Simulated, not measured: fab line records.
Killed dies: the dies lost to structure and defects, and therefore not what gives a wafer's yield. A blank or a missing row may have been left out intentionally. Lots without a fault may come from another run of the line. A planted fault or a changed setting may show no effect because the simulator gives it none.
A lot that was struck, set against a sound lot -- flow n5_finfet -- 36 steps out of a route of 1938
Sound: these wafers, L779.1, L779.2, L779.6. Struck: wafers L766.4, L766.6 (left out: L766.3, a lot-mate that was not struck); the cause follows at the end.
At each step with rows: each side's tool, then ch and its chambers, then its first start. Under that, the readings that differ: sound wafers -- struck wafers -- difference of the means -- sigmas: that difference in standard deviations of wafers without a fault.
alike: readings whose means differ by less than 2 such deviations, and words and numbers that are the same on both sides. not compared: withheld readings, readings that some wafer has no value for, bounds like >300 that may hide the same value, and numbers for which the record gives no deviation and whose values overlap.
A row with sigmas, a row that says differs or no value, or rows on one side alone: a step with any of these is where the two part. When numbers do not overlap yet have no deviation, they are printed without sigmas and do not part them. A reading missing from all wafers of one side parts the sides only when that side holds two or more wafers.

first, 9 steps without rows for these wafers: N5_BEOL_M4_ANNEAL_95 (time 240 s); N5_BEOL_M4_SPUTTER_96 (material Cu, target thk 4.5 nm, time 8.29 s); N5_BEOL_M4_ECD_50 (material Cu, target thk 300 nm); N5_BEOL_M4_ANNEAL_51 (time 90 s); N5_BEOL_M4_CMP_52 (polishes, stops on SiOC, t overpolish 6.8 s, target thk 40 nm); N5_BEOL_M4_PRE_CLEAN_60 (time 15 s); N5_BEOL_M4_CO_CAP_55 (material Co, precursor CCTBA/H2, target thk 2 nm, time 102.1 s); N5_BEOL_M4_PRE_CLEAN_56 (time 15 s); N5_BEOL_M4_DEP_57 (deposits SiCN from 3MS/NH3, target thk 8 nm, time 14 s).
N5_BEOL_M4_RC_MEAS_101:
  sound on prober-01 ch 0, day 13 18:32; struck on prober-02 ch 0, day 10 18:11
reading,sound,struck,difference,sigmas
ION_N (uA/um),668 686 666,703 701,+29,+2
  alike: DIBL_N, DIBL_P, IOFF_N, IOFF_P, ION_P, SS_N, SS_P, VT_N, VT_P
then, 24 steps without rows for these wafers: N5_BEOL_M5_ILD_DEP_00 (deposits SiCOH lowk from DEMS/porogen, target thk 140.64 nm, time 25.9 s); N5_BEOL_M5_CURE_79 (cures SiCOH lowk, time 240 s); N5_BEOL_M5_PECVD_70 (deposits SiO2 from TEOS/O2, target thk 16 nm, time 18 s); N5_BEOL_M5_HM_DEP_02 (deposits TiN, target thk 20 nm); N5_BEOL_M5_COAT_59 (time 60 s, resist thk 60 nm); N5_BEOL_M5_COAT_60 (time 60 s, resist thk 12 nm); N5_BEOL_M5_COAT_71 (time 60 s, resist thk 5 nm); N5_BEOL_M5_COAT_05 (resist thk 30 nm); N5_BEOL_M5_EBR_07; N5_BEOL_M5_SOFTBAKE_06 (time 60 s); N5_BEOL_M5_EXPOSE_08 (exposes mask M5, target cd 28 nm); N5_BEOL_M5_PEB_09 (peb time 60 s); N5_BEOL_M5_DEVELOP_10 (develop time 30 s); N5_BEOL_M5_DESCUM_16 (chemistry O2, time 7 s); N5_BEOL_M5_ETCH_72 (etches underlayer in N2/H2, target depth 6.5 nm, time 5.2 s); N5_BEOL_M5_ETCH_61 (etches SiARC in CF4, target depth 15.6 nm, time 26 s); N5_BEOL_M5_ETCH_62 (etches SOC in N2/H2, target depth 75 nm, overetch 15 nm, time 112.5 s); N5_BEOL_M5_STRIP_63 (strips in N2/H2); N5_BEOL_M5_STRIP_73 (strips in N2/H2); N5_BEOL_M5_STRIP_64 (strips in CF4); N5_BEOL_M5_HM_OPEN_17 (chemistry Cl2/BCl3, target TiN, target depth 20 nm, overetch 6 nm); N5_BEOL_M5_STRIP_19 (strips in O2); N5_BEOL_M5_COAT_65 (time 60 s, resist thk 60 nm); N5_BEOL_M5_COAT_66 (time 60 s, resist thk 12 nm).
-- here the record skips 4 days between the struck wafers' starts before and after, leaving off in module BEOL_M5 and picking up in module MIM_TOP (first step shown: number 1838 of the route) --
N5_MIM_TOP_SPUTTER_03: material TiN, target thk 35 nm, time 89.7 s.
  struck on pvd_sputter-03, day 14 16:19; sound on pvd_sputter-02, day 17 16:14
reading,sound,struck,difference,sigmas
cathode_dc_power_W (W),3000.9 3000.7 2999.4,3427.3 3429.0,+427.8,+99 or more
model.TiN_of_MIM_TOP_SPUTTER_03.thk_nm (nm),35.6 35 35.2,39.8 40,+4.6,
  alike: throttle_valve_pct
N5_PASSIVATION_PROBE_49:
  struck on prober-01, day 15 01:52; sound on prober-01, day 18 02:55
reading,sound,struck,difference,sigmas
defect_limited_yield (%),88.0 90.4 90.9,1.6 1.9,-88.0,-63
killed_at_other,4 1 2,1051 1048,+1047,+99 or more
killed_dies,142 113 107,1161 1157,+1038,+61
killed_on_rim,22 11 14,139 132,+120,+29
sort_n_pass,1038 1067 1073,19 23,-1038,-61
sort_yield_pct (%),88.0 90.4 90.9,1.6 1.9,-88.0,-63
  alike: killed_at_M0_to_M3, killed_at_M4_up, killed_at_contacts, killed_at_front_end, killed_open, killed_short, sort_bin_5_function, sort_bin_6_memory

## WHERE THEY PART
Earliest at N5_BEOL_M4_RC_MEAS_101; latest, in this record, at N5_PASSIVATION_PROBE_49.

WHY: whatever the simulator had introduced
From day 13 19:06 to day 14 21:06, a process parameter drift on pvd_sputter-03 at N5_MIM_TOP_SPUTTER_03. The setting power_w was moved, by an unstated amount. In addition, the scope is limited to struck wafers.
